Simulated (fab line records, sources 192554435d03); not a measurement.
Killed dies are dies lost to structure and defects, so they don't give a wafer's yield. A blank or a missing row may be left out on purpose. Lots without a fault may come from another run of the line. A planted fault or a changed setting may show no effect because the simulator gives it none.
fab line records | flow n5_finfet
record lots=6 wafers=17 last_day=15
route steps=1938 shown BEOL_M10@1495
lots that met no fault: from a run of the same line without faults
start_h: hours from the record's first day to the start of the lot's first wafer shown | wait_h: hours since the lot's step before | " the same as in the row above | L1.1+2: a row that stands for several wafers | - no value, or no start given | * or withheld: withheld | < > ~ a bound
route shown NAME@n: a module of which the file shows steps, and the number in the route of the first | usual: mean/standard deviation of fault-free wafers | same: alike in all rows | chamber/n: place in a boat | sites: the reading at each site | _std_site: their standard deviation | _edge_site: outer sites' mean less inner sites' | radius_mm: how far each site lies from the wafer's centre | mask NAME#n: copy n | behind: the tool/chamber that last shaped the wafer | hold: why the lot was held/for how many hours/how that ended | device: the transistor (n, p or np) that didn't switch | end of line: the same wafers' tests at the end of the route | a step without rows: its recipe alone | killed: dies lost to structure and defects at the first sort, not the wafer's yield | map: a wafer's dies, x killed, . not, _ none there
set.NAME: the setting as run; set.NAME@STEP: as run at that earlier step | model.NAME: the simulator's own value behind a step, which no gauge read
lots at some steps of the route; a table a step, a row a wafer
services: from which hour (start_h, from the record's first day; less than 0 if before it) a tool's chamber was out of use, for how many hours, and why
## steps
# step N5_BEOL_M10_COAT_64
# recipe resist=SiARC temp_c=220 time_s=60 spin_rpm=1500 resist_thk_nm=30
# step N5_BEOL_M10_COAT_22
# recipe resist=CAR-ArF spin_rpm=1500 resist_thk_nm=90
# step N5_BEOL_M10_EBR_24
# recipe solvent=PGMEA ebr_width_mm=1.5
# step N5_BEOL_M10_SOFTBAKE_23
# recipe temp_c=110 time_s=60 resist=CAR-ArF
# step N5_BEOL_M10_EXPOSE_25
# recipe mask_id=V9 na=1.35 source_shape=annular sigma_inner=0.5 sigma_outer=0.8 polarization=unpolarized dose_mj=85.5
# step N5_BEOL_M10_PEB_26
# recipe peb_temp_c=withheld peb_time_s=60 resist=CAR-ArF
# step N5_BEOL_M10_DEVELOP_27
# recipe develop_time_s=30 developer=TMAH resist=CAR-ArF rinse_liquid=diw dry=air_spin dev_temp_c=23
# step N5_BEOL_M10_CD_MEAS_28
# recipe target_cd_nm=70 landing_energy_ev=500 detector=se_inlens polarity=opening
# usual cd_nm=69.8/1.2
# columns lot.wafer tool chamber start_h wait_h cd_nm
L206.1 cd_sem-03 0 213.11 - 69.1
L206.2 " 0 " " 69.0
L206.4 " 0 " " 69.4
L212.2 cd_sem-01 0 251.15 - 72.0
L212.3 " 0 " " 72.1
L212.5 " 0 " " 70.9
L217.3 cd_sem-01 0 277.79 - 68.6
L217.5 " 0 " " 69.3
L217.6 " 0 " " 70.3
L221.2 cd_sem-03 0 293.43 - 68.8
L221.3 " 0 " " 67.5
L221.5 " 0 " " 67.8
L222.2 cd_sem-01 0 299.37 - 68.6
L222.6 " 0 " " 68.6
L225.1 cd_sem-01 0 313.93 - 71.2
L225.4 " 0 " " 69.2
L225.6 " 0 " " 71.0
# step N5_BEOL_M10_OVL_MEAS_29
# recipe points_per_wafer=44
# usual V9_OVL=-0.1/0.7
# columns lot.wafer tool chamber start_h wait_h V9_OVL[nm]
L206.1 overlay-01 0 213.16 0.0 0.9
L206.2 " 0 " " 0.7
L206.4 " 0 " " 0.4
L212.2 overlay-01 0 251.18 0.0 -0.5
L212.3 " 0 " " -0.3
L212.5 " 0 " " 0.1
L217.3 overlay-02 0 277.82 0.0 0.8
L217.5 " 0 " " -0.3
L217.6 " 0 " " -0.9
L221.2 overlay-02 0 293.46 0.0 -0.9
L221.3 " 0 " " -0.4
L221.5 " 0 " " -1.4
L222.2 overlay-02 0 299.40 0.0 -0.9
L222.6 " 0 " " -1.0
L225.1 overlay-01 0 313.96 0.0 -0.6
L225.4 " 0 " " -0.4
L225.6 " 0 " " -1.5
# step N5_BEOL_M10_INSPECT_30
# recipe mode=adi inspect_instrument=brightfield
# usual raw_defect_count=403/81
# columns lot.wafer tool chamber start_h wait_h raw_defect_count
L206.1 defect_inspect-02 - 213.18 0.0 361
L206.2 " - " " 342
L206.4 " - " " 359
L212.2 defect_inspect-01 - 251.20 0.0 462
L212.3 " - " " 396
L212.5 " - " " 384
L217.3 defect_inspect-01 - 277.84 0.0 561
L217.5 " - " " 403
L217.6 " - " " 333
L221.2 defect_inspect-02 - 293.49 0.0 490
L221.3 " - " " 277
L221.5 " - " " 355
L222.2 defect_inspect-02 - 299.43 0.0 494
L222.6 " - " " 412
L225.1 defect_inspect-02 - 313.98 0.0 336
L225.4 " - " " 417
L225.6 " - " " 544
# step N5_BEOL_M10_DESCUM_33
# recipe chemistry=O2 time_s=7.9 source_power_w=50 bias_power_w=20 pressure_mtorr=20 rf_frequency_hz=2.712e+07 temp_c=40 resist=CAR-ArF o2_flow_sccm=225
# usual bias_power_w=19.99/0.059 drypump_motor_current_A=5.7/0.39 oes_product_au=0.81/0.1 rf_vpp_V=243.1/1.4 showerhead_plenum_p_Torr=2.09/0.074 throttle_valve_pct=20.52/0.2
# columns lot.wafer tool chamber start_h wait_h bias_power_w drypump_motor_current_A oes_product_au rf_hours_counter_h rf_vpp_V showerhead_plenum_p_Torr throttle_valve_pct
L206.1 rie_diel-02 1 213.44 0.3 20.00 5.6 0.71 212 244.5 2.18 20.85
L206.2 " 2 " " 20.08 5.0 0.71 212 242.2 2.08 20.54
L206.4 " 3 " " 19.98 5.7 0.82 68 245.2 2.23 20.55
L212.2 rie_diel-04 1 251.30 0.1 20.08 5.4 0.85 83 244.5 2.10 20.44
L212.3 " 2 " " 19.93 6.4 0.71 212 241.3 1.98 20.38
L212.5 " 3 " " 19.95 5.7 0.70 - 242.7 2.07 20.74
L217.3 rie_diel-04 0 277.88 0.0 19.99 6.1 0.75 142 241.6 2.02 20.54
L217.5 " 1 " " 19.86 5.4 0.84 - 242.4 2.10 20.41
L217.6 " 0 " " 19.99 6.1 0.75 - 240.8 2.02 20.53
L221.2 rie_diel-02 0 293.89 0.4 20.08 5.3 0.83 88 241.9 2.09 20.54
L221.3 " 2 " " 20.02 5.0 0.69 238 243.1 2.07 20.59
L221.5 " 2 " " 19.89 5.0 0.69 - 241.1 2.07 20.57
L222.2 rie_diel-04 1 299.46 0.0 20.03 5.4 0.83 101 243.6 2.10 20.44
L222.6 " 2 " " 20.04 6.3 0.71 - 242.2 1.98 20.39
L225.1 rie_diel-02 2 314.02 0.0 20.01 5.0 0.69 246 244.4 2.07 20.60
L225.4 " 3 " " 19.94 5.7 0.79 - 244.6 2.22 20.61
L225.6 " 2 " " 20.11 5.0 0.69 - 242.3 2.07 20.58
# step N5_BEOL_M10_ETCH_65
# recipe chemistry=CF4 target=SiARC target_depth_a=390 mask_material=CAR-ArF time_s=65 ion_energy_ev=80 pressure_mtorr=40 source_w=545 bias_w=36 Ar_flow_sccm=100 cf4_flow_sccm=100 ends=cleared
# usual drypump_motor_current_A=5.7/0.39 etch_rf_on_time_s=64.1/1.9 oes_product_au=0.69/0.091 rf_vpp_V=183.9/1.2 showerhead_plenum_p_Torr=2.14/0.068 throttle_valve_pct=15.70/0.23
# columns lot.wafer tool chamber start_h wait_h drypump_motor_current_A etch_rf_on_time_s oes_product_au rf_hours_counter_h rf_vpp_V showerhead_plenum_p_Torr throttle_valve_pct
L206.1 rie_diel-02 1 213.48 0.0 5.6 64.4 0.60 212 184.9 2.21 15.97
L206.2 " 2 " " 5.0 66.2 0.60 212 184.9 2.14 15.84
L206.4 " 3 " " 5.8 63.1 0.72 68 183.7 2.24 15.46
L212.2 rie_diel-04 1 251.34 0.0 5.4 62.3 0.73 83 185.0 2.15 15.59
L212.3 " 2 " " 6.4 65.5 0.61 212 183.1 2.03 15.67
L212.5 " 3 " " 5.6 64.8 0.61 - 185.2 2.13 16.06
L217.3 rie_diel-04 0 277.91 0.0 6.2 66.7 0.64 142 183.5 2.07 15.68
L217.5 " 1 " " 5.4 62.4 0.72 - 184.4 2.15 15.64
L217.6 " 0 " " 6.2 66.5 0.63 - 182.9 2.07 15.71
L221.2 rie_diel-02 0 293.92 0.0 5.3 65.3 0.69 88 184.2 2.17 15.85
L221.3 " 2 " " 5.0 66.9 0.58 238 182.7 2.13 15.85
L221.5 " 2 " " 5.0 66.6 0.57 - 184.4 2.13 15.87
L222.2 rie_diel-04 1 299.49 0.0 5.4 61.4 0.72 101 184.9 2.15 15.65
L222.6 " 2 " " 6.4 65.8 0.60 - 181.9 2.03 15.70
L225.1 rie_diel-02 2 314.05 0.0 5.0 65.1 0.58 246 183.5 2.13 15.90
L225.4 " 3 " " 5.8 62.6 0.69 - 184.6 2.23 15.55
L225.6 " 2 " " 5.0 65.8 0.59 - 184.2 2.13 15.89
# step N5_BEOL_M10_ETCH_66
# recipe chemistry=N2/H2 target=SOC target_depth_a=1200 overetch_a=240 mask_material=SiARC temp_c=40 time_s=180 ion_energy_ev=200 pressure_mtorr=30 source_w=840 bias_w=150 n2_flow_sccm=200 h2_flow_sccm=200
# usual drypump_motor_current_A=5.7/0.39 oes_product_au=0.65/0.078 rf_vpp_V=523.7/2.5 showerhead_plenum_p_Torr=2.53/0.085 throttle_valve_pct=17.88/0.2
# columns lot.wafer tool chamber start_h wait_h drypump_motor_current_A oes_product_au rf_hours_counter_h rf_vpp_V showerhead_plenum_p_Torr throttle_valve_pct model.SiARC_of_BEOL_M10_COAT_64.thk_nm
L206.1 rie_diel-02 1 213.53 0.0 5.6 0.57 212 526.7 2.63 18.10 23
L206.2 " 2 " " 5.0 0.58 212 522.6 2.51 17.90 22.8
L206.4 " 3 " " 5.8 0.68 68 527.6 2.68 17.75 22.6
L212.2 rie_diel-04 1 251.39 0.0 5.4 0.68 83 525.1 2.57 17.91 22.4
L212.3 " 2 " " 6.4 0.57 212 519.4 2.43 17.90 22.8
L212.5 " 3 " " 5.7 0.57 - 524.4 2.51 18.13 22.8
L217.3 rie_diel-04 0 277.96 0.0 6.2 0.61 142 521.1 2.43 17.72 23
L217.5 " 1 " " 5.4 0.67 - 523.9 2.56 17.92 22.2
L217.6 " 0 " " 6.2 0.60 - 520.8 2.43 17.72 20.6
L221.2 rie_diel-02 0 293.97 0.0 5.4 0.65 88 524.9 2.57 18.09 22.6
L221.3 " 2 " " 5.0 0.56 238 522.7 2.50 17.96 22.8
L221.5 " 2 " " 5.0 0.56 - 522.5 2.50 17.94 22.8
L222.2 rie_diel-04 1 299.54 0.0 5.4 0.66 101 524.1 2.56 17.91 22.4
L222.6 " 2 " " 6.4 0.56 - 520.9 2.42 17.90 20.6
L225.1 rie_diel-02 2 314.10 0.0 5.0 0.56 246 521.5 2.49 17.95 22.8
L225.4 " 3 " " 5.8 0.63 - 527.4 2.66 17.84 22.6
L225.6 " 2 " " 5.0 0.55 - 522.9 2.49 17.95 23
# step N5_BEOL_M10_STRIP_69
# recipe chemistry=N2/H2 temp_c=40 n2_flow_sccm=200 h2_flow_sccm=200 rf_frequency_hz=6e+07
## services
# columns tool chamber start_h hours kind
rie_diel-02 - 192.75 0.2 repair
rie_diel-04 0 208.52 8.1 repair
rie_diel-02 2 266.21 11.0 repair
rie_diel-04 - 279.19 1.3 repair
rie_diel-04 2 280.55 4.1 repair
rie_diel-02 1 308.79 - clean
rie_diel-02 1 308.79 - consumable_replace:focus_ring
rie_diel-02 1 308.79 16.9 scheduled_down
rie_diel-02 1 308.79 16.9 vent_cycle
## key
first_sign none at tools or gauges
model_effect step=N5_BEOL_M10_ETCH_66 value=SiARC_of_BEOL_M10_COAT_64.thk_nm without=23 struck=20.6
met_at N5_BEOL_M10_ETCH_66
struck_wafers L217.6,L222.6
onset_between 251.39 277.96
fault kind=process_parameter_drift tool=rie_diel-04 chamber=- onset_h=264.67 steps=N5_BEOL_M10_ETCH_66 channel=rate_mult offset=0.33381 shape=step end_h=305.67 scope=struck_wafers_only
